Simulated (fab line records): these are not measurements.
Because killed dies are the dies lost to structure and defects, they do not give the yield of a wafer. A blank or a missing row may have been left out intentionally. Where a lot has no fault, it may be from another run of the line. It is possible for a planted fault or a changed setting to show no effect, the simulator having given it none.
Comparing a struck lot with a sound one + flow n5 finfet + 37 steps out of a route of 1938
Sound: wafers L759.1, L759.5, L759.6. Wafers L745.2, L745.5, L745.6 were the ones struck. The cause comes at the end.
Order at every step that has rows: each side's tool, ch and its chambers, its first start. Under that, the readings that differ: sound wafers + struck wafers + difference of the means + sigmas: that difference in standard deviations of wafers without a fault.
alike: a reading whose means differ by less than 2 such deviations, as well as words and numbers matching on both sides. not compared: withheld readings; readings where some wafer has no value; bounds like >300 that might hide an equal value; numbers whose values overlap and for which the record gives no deviation.
The two part at a step that has a row with sigmas, a row that says differs or no value, or rows on one side only. Numbers that have no deviation but don't overlap get no sigmas and don't part them. A reading missing from all wafers of one side parts the sides only when that side holds two or more wafers.

first, 12 steps without rows for these wafers: N5_GATE_CUT_ETCH_36 (etches SiARC in CF4, target depth 13 nm, time 21.7 s); N5_GATE_CUT_ETCH_37 (etches SOC in N2/H2, target depth 60 nm, overetch 12 nm, time 90 s); N5_GATE_CUT_STRIP_38 (strips in N2/H2); N5_GATE_CUT_STRIP_39 (strips in N2/H2); N5_GATE_CUT_HM_OPEN_40 (chemistry C4F6/O2, target SiO2, target depth 139 nm, time 85.1 s); N5_GATE_CUT_STRIP_41 (strips in CF4); N5_GATE_CUT_STRIP_42 (strips in O2); N5_GATE_CUT_ETCH_19 (etches SiNx in CH3F/O2, target depth 53.7 nm, time 76.7 s); N5_GATE_CUT_CUT_ETCH_53 (etches W in SF6/Cl2, target depth 79.2 nm); N5_GATE_CUT_CUT_ETCH_54 (etches TiN in Cl2/BCl3, target depth 96.7 nm); N5_GATE_CUT_CUT_ETCH_55 (etches HfO2 in BCl3, target depth 3.2 nm); N5_GATE_CUT_ETCH_47 (etches SiO2 in Cl2/BCl3, target depth 10 nm).
N5_GATE_CUT_VAPOR_ETCH_48: etches TiN in BCl3/Cl2.
  sound on rie metal-02 ch 0,1, day 9 09:38; struck on rie metal-03 ch 0,1, day 5 13:05
| reading               | sound          | struck         | difference | sigmas |
|-----------------------|----------------|----------------|------------|--------|
| oes product au (a.u.) | 0.95 0.93 0.96 | 0.61 0.61 0.86 | -0.25      | -3     |
  alike: drypump motor current A
then, 23 steps without rows for these wafers: N5_GATE_CUT_VAPOR_ETCH_49 (etches TiAlC in BCl3/Cl2); N5_GATE_CUT_VAPOR_ETCH_51 (etches HfO2 in BCl3/Cl2); N5_GATE_CUT_STRIP_21 (strips in N2/H2, time 30 s); N5_GATE_CUT_STRIP_29 (strips in post etch residue remover, time 60 s); N5_GATE_CUT_SRD_52 (time 30 s); N5_GATE_CUT_ALD_22 (deposits SiNx, target thk 16 nm, pulse time 1 s, ald cycles 320); N5_GATE_CUT_CMP_23 (polishes, stops on SiO2, t overpolish 23.4 s, target thk 16 nm); N5_GATE_CUT_CMP_43 (polishes SiO2); N5_GATE_CUT_CMP_61 (polishes, stops on SiNx, t overpolish 3 s); N5_MOL_CONTACT_COAG_COAT_103 (time 60 s, resist thk 80 nm); N5_MOL_CONTACT_COAG_COAT_104 (time 60 s, resist thk 12 nm); N5_MOL_CONTACT_COAG_COAT_58 (time 60 s, resist thk 10 nm); N5_MOL_CONTACT_COAG_COAT_02 (resist thk 30 nm); N5_MOL_CONTACT_COAG_EBR_04; N5_MOL_CONTACT_COAG_SOFTBAKE_03 (time 60 s); N5_MOL_CONTACT_COAG_EXPOSE_05 (exposes mask CA, defocus 0 nm); N5_MOL_CONTACT_COAG_PEB_06 (peb time 60 s); N5_MOL_CONTACT_COAG_DEVELOP_07 (develop time 30 s); N5_MOL_CONTACT_COAG_DESCUM_13 (chemistry O2, time 7 s); N5_MOL_CONTACT_COAG_ETCH_59 (etches underlayer in N2/H2, target depth 13 nm, time 10.4 s); N5_MOL_CONTACT_COAG_ETCH_105 (etches SiARC in CF4, target depth 15.6 nm, time 26 s); N5_MOL_CONTACT_COAG_ETCH_106 (etches SOC in N2/H2, target depth 80 nm, overetch 16 nm, time 120 s); N5_MOL_CONTACT_COAG_STRIP_107 (strips in N2/H2).
-- record jumps: 11 days separate the struck wafers' starts on either side; left off in module MOL_CONTACT_COAG, taken up again in module PASSIVATION, whose first shown step is the route's number 1936 --
N5_PASSIVATION_PROBE_49:
  sound on prober-01, day 17 23:42; struck on prober-02, day 16 03:47
| reading             | sound       | struck      | difference | sigmas |
|---------------------|-------------|-------------|------------|--------|
| killed at front end | 40 40 46    | 146 132 179 | +110       | +10    |
| killed dies         | 141 118 139 | 204 189 241 | +79        | +4     |
  alike: killed_at_M0_to_M3, killed_at_M4_up, killed at contacts, killed at other, killed on rim, killed open, killed short

WHERE THEY PART
At N5_GATE_CUT_VAPOR_ETCH_48 first; at N5_PASSIVATION_PROBE_49 last (within this record only).

WHY: what had been put in by the simulator
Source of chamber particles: rie metal-03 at N5_GATE_CUT_VAPOR_ETCH_48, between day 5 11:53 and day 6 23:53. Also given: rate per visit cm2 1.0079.
